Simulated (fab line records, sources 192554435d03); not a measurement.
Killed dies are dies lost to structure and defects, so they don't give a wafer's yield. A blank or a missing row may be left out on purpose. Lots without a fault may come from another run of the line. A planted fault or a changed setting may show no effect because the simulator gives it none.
Split-lot experiment | flow n5_finfet | 7 lots, 21 wafers read, on a route of 1938 steps

THE SPLIT
At N5_BEOL_M14_SPUTTER_44 (material Ta, target thk 15 nm, time 24.19 s), the setting power_w was moved away from the recipe's 15000 W on 9 of the 21 wafers read, by -15.5% to +11.8%. The other wafers ran this setting at the recipe's value.

The reading is taken at the split's own step.

THE READING
Ta_of_BEOL_M14_SPUTTER_44.thk_nm (the simulator's own value, which no gauge read), in nm, at N5_BEOL_M14_SPUTTER_44 (material Ta, target thk 15 nm, time 24.19 s). The file gives no usual value for it. The 12 wafers here that ran the recipe average 15.1 nm, standard deviation 0.25 nm.

wafer  | tool, chamber at the split | power_w as run, W | against the recipe | Ta_of_BEOL_M14_SPUTTER_44.thk_nm, nm | against lot-mates on the recipe
L079.2 | pvd_sputter-03, -          | 16770             | +11.8%             | 16.6                                 | +1.8
L079.5 | pvd_sputter-03, -          | 15000             | recipe             | 14.8                                 | -
L079.6 | pvd_sputter-03, -          | 16770             | +11.8%             | 16.8                                 | +2.0
L080.1 | pvd_sputter-01, -          | 15000             | recipe             | 15.4                                 | -
L080.2 | pvd_sputter-01, -          | 15000             | recipe             | 14.8                                 | -
L080.3 | pvd_sputter-01, -          | 15000             | recipe             | 15.2                                 | -
L082.4 | pvd_sputter-03, -          | 15770             | +5.1%              | 16                                   | +0.8
L082.5 | pvd_sputter-03, -          | 15000             | recipe             | 15.2                                 | -
L082.6 | pvd_sputter-03, -          | 15770             | +5.1%              | 15.8                                 | +0.6
L088.1 | pvd_sputter-03, -          | 15000             | recipe             | 15.2                                 | -
L088.2 | pvd_sputter-03, -          | 15000             | recipe             | 15.2                                 | -
L088.5 | pvd_sputter-03, -          | 15000             | recipe             | 15.4                                 | -
L090.1 | pvd_sputter-02, -          | 15000             | recipe             | 14.6                                 | -
L090.3 | pvd_sputter-02, -          | 15810             | +5.4%              | 15.8                                 | +1.2
L090.4 | pvd_sputter-02, -          | 15810             | +5.4%              | 15.6                                 | +1.0
L094.2 | pvd_sputter-02, -          | 16100             | +7.3%              | 16                                   | +1.0
L094.3 | pvd_sputter-02, -          | 15000             | recipe             | 15.2                                 | -
L094.4 | pvd_sputter-02, -          | 15000             | recipe             | 14.8                                 | -
L097.1 | pvd_sputter-03, -          | 12680             | -15.5%             | 12.8                                 | -2.4
L097.2 | pvd_sputter-03, -          | 15000             | recipe             | 15.2                                 | -
L097.4 | pvd_sputter-03, -          | 12680             | -15.5%             | 12.6                                 | -2.6

THE FIT
A straight line over all 21 wafers: Ta_of_BEOL_M14_SPUTTER_44.thk_nm changes by +0.146 nm for each +1% of power_w; r = +0.98; the points scatter about the line by 0.22 nm.
The same after taking each lot's own level away (the mean of its wafers on the recipe; 21 wafers): +0.161 nm for each +1%; r = +0.99; scatter 0.17 nm.
On that fit, the largest move of power_w shifts the reading by 2.5 nm.
The lots' own levels span 14.60 to 15.27 nm, that is 2.7 times the standard deviation above.
So the lot-to-lot level changes the slope little: the two slopes agree.
Check: with one of the wafers moved furthest among these (-15.5%) left out of the fit, the line predicts -2.54 nm for it against its lot-mates. It came out at -2.4 nm against them.

OTHER SPLITS ON THESE WAFERS
These wafers also went through other splits before the reading. Each is held against what the fit with the lots' levels taken away leaves over:
other split on the same wafers    | wafers away from the commonest value | r with Ta_of_BEOL_M14_SPUTTER_44.thk_nm (lot level and that fit taken away)
N5_BEOL_M13_TRENCH_ETCH_34 time_s | 8                                    | -0.08
N5_BEOL_M13_SPUTTER_44 power_w    | 6                                    | +0.25
N5_BEOL_M14_SPUTTER_43 power_w    | 8                                    | -0.16

THE FILE'S OWN FIT
Ta_of_BEOL_M14_SPUTTER_44.thk_nm changes by +0.16 nm for each +1% of power_w, r = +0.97.
